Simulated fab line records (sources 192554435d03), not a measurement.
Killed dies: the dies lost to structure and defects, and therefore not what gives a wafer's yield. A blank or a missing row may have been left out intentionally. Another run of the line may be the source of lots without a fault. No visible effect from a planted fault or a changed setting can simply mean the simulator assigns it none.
fab line records	flow n5Finfet
record: lots: 7	wafers: 20	lastDay: 18
route steps=1938 shown STI_FIN_REVEAL@202 DUMMY_GATE@212 BEOL_M4@1111
lots that met no fault: taken from a fault-free run of the same line
startH: start of the lot's first displayed wafer, in hours after the record's first day	waitH: how many hours have passed since the lot's step before this one	" the same as in the row above	L1.1+2: several wafers, shown together as one row	- value missing, or start not given	* or withheld: withheld	< > ~ a bound
route shown NAME@n: names a module that has steps shown in the file, with the first one's number in the route	usual: the fault-free wafers' mean and standard deviation	same: alike in all rows	chamber/n: place in a boat	sites: readings site by site	_std_site: standard deviation across them	_edge_site: mean of outer sites minus mean of inner sites	radiusMm: how far each site lies from the wafer's centre	mask NAME#n: copy n	behind: the last tool/chamber to shape the wafer	hold: why the lot was held/for how many hours/how that ended	device: names the non-switching transistor (n, p or np)	end of line: the same wafers' tests at the end of the route	step lacking rows: just its recipe	killed: at the first sort, the dies lost to defects and structure; wafer yield is something else	map: a wafer's dies, x killed, . not, _ none there
set.NAME: the setting the step ran with; set.NAME@STEP: the setting that earlier step ran with	model.NAME: the simulator's own value behind a step, which no gauge read
lots at selected steps of the route; one table per step, one row per wafer
services: a tool's chamber out of use, with start hour (startH, from the record's first day; less than 0 if before it), hours out, and reason
== steps ==
step: N5_STI_FIN_REVEAL_STRIP_35
recipe: chemistry: H3PO4	material: Si3N4	tempC: 165	targetDepthA: 40	timeS: 39
step: N5_STI_FIN_REVEAL_SRD_21
recipe: dry: ipaMarangoni	timeS: 30	tempC: 23	rinseLiquid: diw
step: N5_STI_FIN_REVEAL_OXIDATION_33
recipe: chemistry: O2_PLASMA_REMOTE	tempC: 150	timeS: 20	pressureMtorr: 1000	sourcePowerW: 2000	o2FlowSccm: 3000
usual: drypumpMotorCurrentA: 5.95/0.19	heaterPowerW: 146/15	o2FlowSccm: 2999/8.9	tempC: 150.00/0.15
same: timeS: 20
lot.wafer	tool	chamber	startH	waitH	drypumpMotorCurrentA	heaterPowerW	o2FlowSccm	rfHoursCounterH	tempC
L592.1	plasmaAsher-02	0	66.64	0.0	5.92	145	2994	33	149.76
L592.2	"	1	"	"	5.79	172	2995	33	150.30
L592.4	"	0	"	"	5.92	145	2993	-	149.65
L593.1	plasmaAsher-01	0	71.77	0.0	5.88	136	3013	88	150.00
L593.2	"	1	"	"	6.21	141	2989	88	149.77
L593.4	"	0	"	"	5.88	132	2999	-	149.96
L595.2	plasmaAsher-01	0	84.72	0.0	5.85	137	3002	89	149.85
L595.5	"	0	"	"	5.85	133	2990	-	149.85
L595.6	"	1	"	"	6.27	136	2997	-	150.04
L597.3	plasmaAsher-02	1	97.36	0.0	5.75	172	3001	-	149.94
L597.5	"	0	"	"	5.92	142	2993	-	149.51
L597.6	"	1	"	"	5.75	173	3003	-	149.98
L602.3	plasmaAsher-02	1	127.50	0.1	5.76	178	2996	-	149.90
L602.4	"	0	"	"	5.91	147	3006	-	150.26
L603.2	plasmaAsher-02	0	132.15	0.0	5.90	148	2991	45	149.97
L603.3	"	0	"	"	5.89	143	2984	-	150.04
L603.6	"	1	"	"	5.81	171	2993	-	149.90
L604.2	plasmaAsher-01	0	138.01	0.0	5.84	137	2988	101	149.86
L604.3	"	0	"	"	5.82	134	2984	-	149.85
L604.5	"	1	"	"	6.27	142	3005	-	150.06
step: N5_STI_FIN_REVEAL_CLEAN_19
recipe: chemistry: O3/DIW	tempC: 25	timeS: 120	o3Ppm: 10
step: N5_STI_FIN_REVEAL_SRD_23
recipe: dry: ipaMarangoni	timeS: 30	tempC: 23	rinseLiquid: diw
step: N5_STI_FIN_REVEAL_CD_MEAS_22
recipe: targetCdNm: 6.238	pitchNm: 28	polarity: line
usual: cdNm: 6.29/0.23
lot.wafer	tool	chamber	startH	waitH	cdNm
L592.1	cdSem-03	-	66.80	0.0	6.44
L592.2	"	-	"	"	6.60
L592.4	"	-	"	"	6.40
L593.1	cdSem-01	-	71.93	0.0	6.13
L593.2	"	-	"	"	5.94
L593.4	"	-	"	"	5.79
L595.2	cdSem-01	-	84.88	0.0	6.29
L595.5	"	-	"	"	6.58
L595.6	"	-	"	"	6.59
L597.3	cdSem-01	-	97.50	0.0	6.07
L597.5	"	-	"	"	6.39
L597.6	"	-	"	"	6.25
L602.3	cdSem-02	-	127.65	0.0	6.67
L602.4	"	-	"	"	6.07
L603.2	cdSem-03	-	132.31	0.0	6.42
L603.3	"	-	"	"	6.06
L603.6	"	-	"	"	6.20
L604.2	cdSem-03	-	138.17	0.0	6.33
L604.3	"	-	"	"	6.43
L604.5	"	-	"	"	6.40
step: N5_STI_FIN_REVEAL_FIN_H_MEAS_10
usual: trenchDepthNm: 52.2/0.7
lot.wafer	tool	chamber	startH	waitH	trenchDepthNm
L592.1	ocd-01	-	66.83	0.0	52.3
L592.2	"	-	"	"	52.4
L592.4	"	-	"	"	52.5
L593.1	ocd-02	-	71.96	0.0	51.4
L593.2	"	-	"	"	52.0
L593.4	"	-	"	"	51.7
L595.2	ocd-02	-	84.91	0.0	52.7
L595.5	"	-	"	"	52.8
L595.6	"	-	"	"	52.5
L597.3	ocd-02	-	97.53	0.0	52.3
L597.5	"	-	"	"	51.7
L597.6	"	-	"	"	52.1
L602.3	ocd-02	-	127.68	0.0	52.1
L602.4	"	-	"	"	52.5
L603.2	ocd-01	-	132.34	0.0	52.7
L603.3	"	-	"	"	53.1
L603.6	"	-	"	"	52.1
L604.2	ocd-01	-	138.20	0.0	52.0
L604.3	"	-	"	"	52.0
L604.5	"	-	"	"	51.3
step: N5_STI_FIN_REVEAL_PRECLEAN_18
recipe: chemistry: SC2	timeS: 45	tempC: 35	mix: 1:1:50
step: N5_STI_FIN_REVEAL_SRD_28
recipe: dry: ipaMarangoni	timeS: 30	tempC: 23	rinseLiquid: diw
step: N5_STI_FIN_REVEAL_INSPECT_13
recipe: inspectInstrument: darkfield	mode: postClean
usual: rawDefectCount: 11/5.2
lot.wafer	tool	chamber	startH	waitH	rawDefectCount
L592.1	defectInspect-01	-	66.92	0.0	8
L592.2	"	-	"	"	6
L592.4	"	-	"	"	7
L593.1	defectInspect-01	-	72.05	0.0	18
L593.2	"	-	"	"	10
L593.4	"	-	"	"	7
L595.2	defectInspect-02	-	85.00	0.0	17
L595.5	"	-	"	"	10
L595.6	"	-	"	"	14
L597.3	defectInspect-01	-	97.62	0.0	10
L597.5	"	-	"	"	11
L597.6	"	-	"	"	5
L602.3	defectInspect-01	-	127.77	0.0	10
L602.4	"	-	"	"	19
L603.2	defectInspect-01	-	132.43	0.0	8
L603.3	"	-	"	"	6
L603.6	"	-	"	"	7
L604.2	defectInspect-01	-	138.29	0.0	16
L604.3	"	-	"	"	2
L604.5	"	-	"	"	26
step: N5_DUMMY_GATE_PRECLEAN_00
recipe: chemistry: O3/DIW	timeS: 60	tempC: 22	o3Ppm: 10
step: N5_DUMMY_GATE_SRD_01
recipe: timeS: 30	tempC: 23	rinseLiquid: diw	dry: ipaMarangoni
step: N5_DUMMY_GATE_ALD_02
recipe: material: SiO2	targetThkA: 20	tempC: 300	aldPrecursorFamily: BDEAS	aldCoReactant: O2-plasma	pulseTimeS: 1	pressureTorr: 2
usual: heaterPowerW: 473/45	precursorPulseHeightRel: 0.999/0.02
lot.wafer	tool	chamber	startH	waitH	heaterPowerW	precursorPulseHeightRel	model.SiO2_of_DUMMY_GATE_ALD_02.thkNm
L592.1	aldSin-02	2	67.83	0.8	416	0.970	2
L592.2	"	1	"	"	470	1.009	2
L592.4	"	0	"	"	454	1.018	2
L593.1	aldSin-01	2	72.15	0.0	554	1.004	2
L593.2	"	3	"	"	412	0.981	2
L593.4	"	1	"	"	472	1.003	2
L595.2	aldSin-02	1	85.09	0.0	462	0.991	2
L595.5	"	3	"	"	463	1.009	2
L595.6	"	0	"	"	435	1.053	2
L597.3	aldSin-02	1	97.71	0.0	472	0.998	2
L597.5	"	1	"	"	472	0.966	2
L597.6	"	0	"	"	444	0.989	2
L602.3	aldSin-02	1	127.86	0.0	474	1.005	1.4
L602.4	"	2	"	"	425	0.999	2
L603.2	aldSin-02	0	132.53	0.0	439	0.981	2
L603.3	"	1	"	"	474	1.002	1.4
L603.6	"	2	"	"	423	1.015	2
L604.2	aldSin-02	1	138.38	0.0	459	0.985	2
L604.3	"	3	"	"	457	1.026	1.4
L604.5	"	0	"	"	459	0.993	1.4
step: N5_DUMMY_GATE_CVD_03
recipe: material: a-Si	targetThkA: 1500	tempC: 530	precursor: SiH4	timeS: 8042
step: N5_BEOL_M4_RC_MEAS_101
usual: DIBL_N: 36.5/1.2	DIBL_P: 36.5/1.6	IOFF_N: 0.162/0.023	IOFF_P: 0.221/0.03	ION_N: 678/8	ION_P: 466/6.3	SS_N: 71.6/0.46	SS_P: 73.3/0.57	VT_N: 249.2/2.6	VT_P: -249/3.3
lot.wafer	tool	chamber	startH	waitH	DIBL_N[mV/V]	DIBL_P[mV/V]	IOFF_N[nA/um]	IOFF_P[nA/um]	ION_N[uA/um]	ION_P[uA/um]	SS_N[mV/dec]	SS_P[mV/dec]	VT_N[mV]	VT_P[mV]
L592.1	prober-02	0	251.10	0.0	37.5	38.4	0.179	0.268	684	474	71.4	73.6	247.0	-245
L592.2	"	0	"	"	36.0	37.3	0.151	0.246	678	475	71.7	73.4	249.6	-247
L592.4	"	0	"	"	34.8	36.4	0.146	0.226	674	478	71.9	73.6	246.5	-246
L593.1	prober-01	0	257.00	0.0	33.2	33.1	0.115	0.157	663	455	70.6	72.7	252.9	-255
L593.2	"	0	"	"	34.5	34.8	0.137	0.185	671	463	71.1	73.2	251.7	-255
L593.4	"	0	"	"	34.7	35.0	0.136	0.178	674	464	71.2	73.5	255.9	-254
L595.2	prober-02	0	257.49	0.2	36.9	37.1	0.175	0.222	688	464	71.4	73.4	249.1	-249
L595.5	"	0	"	"	36.6	37.1	0.172	0.214	688	464	71.4	73.7	248.2	-254
L595.6	"	0	"	"	36.4	36.7	0.159	0.211	670	462	71.0	73.2	250.0	-252
L597.3	prober-01	0	266.31	0.3	38.2	38.9	0.199	0.260	687	467	71.7	74.9	245.0	-247
L597.5	"	0	"	"	37.3	37.8	0.168	0.229	671	458	71.9	73.2	252.6	-250
L597.6	"	0	"	"	36.4	37.0	0.165	0.218	676	468	71.7	73.2	248.3	-251
L602.3	prober-02	0	312.61	0.3	36.2	35.2	0.147	0.186	672	454	71.3	73.0	252.0	-253
L602.4	"	0	"	"	35.2	34.9	0.139	0.184	671	460	71.1	73.0	249.5	-252
L603.2	prober-02	0	320.44	0.2	34.9	36.5	0.133	0.208	674	470	71.5	74.0	253.0	-247
L603.3	"	0	"	"	34.6	36.5	0.132	0.220	677	472	71.0	73.5	251.1	-246
L603.6	"	0	"	"	34.5	35.4	0.123	0.193	672	466	72.4	73.1	255.7	-250
L604.2	prober-01	0	325.84	0.2	35.2	35.3	0.146	0.186	676	460	71.1	72.7	249.7	-253
L604.3	"	0	"	"	35.0	34.9	0.140	0.181	686	462	71.1	72.3	250.2	-253
L604.5	"	0	"	"	36.9	37.6	0.171	0.231	682	468	71.4	73.8	246.7	-250
== services ==
tool	chamber	startH	hours	kind
aldSin-01	-	86.75	14.0	pm
aldSin-01	0	86.75	14.0	ventCycle
aldSin-01	1	86.75	14.0	ventCycle
aldSin-01	2	86.75	14.0	ventCycle
aldSin-01	3	86.75	14.0	ventCycle
aldSin-01	0	100.75	-	clean
aldSin-01	1	100.75	-	clean
aldSin-01	2	100.75	-	clean
aldSin-01	3	100.75	-	clean
aldSin-02	3	111.52	6.2	repair
== key ==
firstSign none at tools or gauges
modelEffect: step: N5_DUMMY_GATE_ALD_02	value: SiO2_of_DUMMY_GATE_ALD_02.thkNm	without: 2	struck: 1.4
metAt N5_DUMMY_GATE_ALD_02
struckWafers L602.3,L603.3,L604.3,L604.5
onsetBetween 97.71 127.86
fault: kind: processParameterDrift	tool: aldSin-02	chamber: -	onsetH: 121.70	steps: N5_DUMMY_GATE_ALD_02	channel: targetThkA	offset: *	shape: step	endH: 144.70	scope: struckWafersOnly	actsIn: *	stated: *
